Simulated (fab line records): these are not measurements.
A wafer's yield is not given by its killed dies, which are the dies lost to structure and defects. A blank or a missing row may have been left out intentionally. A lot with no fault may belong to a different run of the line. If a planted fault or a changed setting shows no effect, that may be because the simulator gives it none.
Split-lot trial / flow n5 finfet / route with 1938 steps; 7 lots, 21 wafers read

THE SPLIT
At N5_BEOL_M15_DEP_53 (deposits SiCN from 3MS/NH3, target thk 50 nm, time 17.8 s), the setting time s was moved away from the recipe's 17.8 s on 6 of the 21 wafers read, by +5.3% to +14.7%. This setting was run at the recipe's value on the other wafers.

The reading is taken at the split's own step.

THE READING
SiCN_of_BEOL_M15_DEP_53.thk nm (the simulator's own value, which no gauge read), in nm, at N5_BEOL_M15_DEP_53 (deposits SiCN from 3MS/NH3, target thk 50 nm, time 17.8 s). The file does not state a usual value for it. The 15 wafers here that ran the recipe average 50.3 nm, standard deviation 1.1 nm.

wafer=L076.1; tool, chamber at the split=pecvd-03, 1; time s as run, s=17.8; against the recipe=recipe; SiCN_of_BEOL_M15_DEP_53.thk nm, nm=49.4; against lot-mates on the recipe=-
wafer=L076.5; tool, chamber at the split=pecvd-03, 0; time s as run, s=19.32; against the recipe=+8.5%; SiCN_of_BEOL_M15_DEP_53.thk nm, nm=55.8; against lot-mates on the recipe=+6.4
wafer=L076.6; tool, chamber at the split=pecvd-03, 1; time s as run, s=19.32; against the recipe=+8.5%; SiCN_of_BEOL_M15_DEP_53.thk nm, nm=54.2; against lot-mates on the recipe=+4.8
wafer=L080.2; tool, chamber at the split=pecvd-02, 0; time s as run, s=17.8; against the recipe=recipe; SiCN_of_BEOL_M15_DEP_53.thk nm, nm=49.8; against lot-mates on the recipe=-
wafer=L080.4; tool, chamber at the split=pecvd-02, 1; time s as run, s=17.8; against the recipe=recipe; SiCN_of_BEOL_M15_DEP_53.thk nm, nm=52.2; against lot-mates on the recipe=-
wafer=L080.5; tool, chamber at the split=pecvd-02, 0; time s as run, s=17.8; against the recipe=recipe; SiCN_of_BEOL_M15_DEP_53.thk nm, nm=50; against lot-mates on the recipe=-
wafer=L081.2; tool, chamber at the split=pecvd-04, 0; time s as run, s=18.74; against the recipe=+5.3%; SiCN_of_BEOL_M15_DEP_53.thk nm, nm=51.4; against lot-mates on the recipe=+0.7
wafer=L081.3; tool, chamber at the split=pecvd-04, 1; time s as run, s=17.8; against the recipe=recipe; SiCN_of_BEOL_M15_DEP_53.thk nm, nm=50.4; against lot-mates on the recipe=-
wafer=L081.4; tool, chamber at the split=pecvd-04, 1; time s as run, s=17.8; against the recipe=recipe; SiCN_of_BEOL_M15_DEP_53.thk nm, nm=51; against lot-mates on the recipe=-
wafer=L084.3; tool, chamber at the split=pecvd-04, 0; time s as run, s=17.8; against the recipe=recipe; SiCN_of_BEOL_M15_DEP_53.thk nm, nm=47.8; against lot-mates on the recipe=-
wafer=L084.5; tool, chamber at the split=pecvd-04, 2; time s as run, s=17.8; against the recipe=recipe; SiCN_of_BEOL_M15_DEP_53.thk nm, nm=49; against lot-mates on the recipe=-
wafer=L084.6; tool, chamber at the split=pecvd-04, 1; time s as run, s=17.8; against the recipe=recipe; SiCN_of_BEOL_M15_DEP_53.thk nm, nm=49.6; against lot-mates on the recipe=-
wafer=L091.1; tool, chamber at the split=pecvd-02, 0; time s as run, s=17.8; against the recipe=recipe; SiCN_of_BEOL_M15_DEP_53.thk nm, nm=50.4; against lot-mates on the recipe=-
wafer=L091.4; tool, chamber at the split=pecvd-02, 1; time s as run, s=17.8; against the recipe=recipe; SiCN_of_BEOL_M15_DEP_53.thk nm, nm=52; against lot-mates on the recipe=-
wafer=L091.5; tool, chamber at the split=pecvd-02, 0; time s as run, s=17.8; against the recipe=recipe; SiCN_of_BEOL_M15_DEP_53.thk nm, nm=51.4; against lot-mates on the recipe=-
wafer=L094.1; tool, chamber at the split=pecvd-02, 0; time s as run, s=17.8; against the recipe=recipe; SiCN_of_BEOL_M15_DEP_53.thk nm, nm=50.6; against lot-mates on the recipe=-
wafer=L094.2; tool, chamber at the split=pecvd-02, 1; time s as run, s=20.14; against the recipe=+13.1%; SiCN_of_BEOL_M15_DEP_53.thk nm, nm=57; against lot-mates on the recipe=+6.0
wafer=L094.5; tool, chamber at the split=pecvd-02, 0; time s as run, s=17.8; against the recipe=recipe; SiCN_of_BEOL_M15_DEP_53.thk nm, nm=51.4; against lot-mates on the recipe=-
wafer=L093.3; tool, chamber at the split=pecvd-03, 0; time s as run, s=17.8; against the recipe=recipe; SiCN_of_BEOL_M15_DEP_53.thk nm, nm=50.2; against lot-mates on the recipe=-
wafer=L093.5; tool, chamber at the split=pecvd-03, 0,2; time s as run, s=20.41; against the recipe=+14.7%; SiCN_of_BEOL_M15_DEP_53.thk nm, nm=58.2; against lot-mates on the recipe=+8.0
wafer=L093.6; tool, chamber at the split=pecvd-03, 0,2; time s as run, s=20.41; against the recipe=+14.7%; SiCN_of_BEOL_M15_DEP_53.thk nm, nm=58.2; against lot-mates on the recipe=+8.0
Where a row lists several chambers, the file gives one row for several wafers and doesn't say which wafer went through which chamber.

THE FIT
A straight line over all 21 wafers: SiCN_of_BEOL_M15_DEP_53.thk nm changes by +0.524 nm for each +1% of time s; r = +0.93; the points scatter about the line by 1.1 nm.
The same after taking each lot's own level away (the mean of its wafers on the recipe; 21 wafers): +0.535 nm for each +1%; r = +0.95; scatter 0.92 nm.
According to that fit, moving time s by its largest amount changes the reading by 7.8 nm.
Across the lots, their own levels run from 48.80 to 51.27 nm, a range of 2.2 times the standard deviation given above.
So the lot-to-lot level changes the slope little: the two slopes agree.
Check: for one of the wafers moved furthest among these (+14.7%), held out of the fit, the line's prediction against its lot-mates is +7.73 nm. Against them it came out at +8 nm.

OTHER SPLITS APPLIED TO THESE WAFERS
Other splits were also applied to these wafers ahead of the reading. Each is held against what the fit with the lots' levels taken away leaves over:
other split on the same wafers=N5_BEOL_M14_PEB_26 peb temp c; wafers away from the commonest value=4; r with SiCN_of_BEOL_M15_DEP_53.thk nm (lot level and that fit taken away)=-0.33

FILE'S OWN FIT
SiCN_of_BEOL_M15_DEP_53.thk nm changes by +0.507 nm for each +1% of time s, r = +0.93.
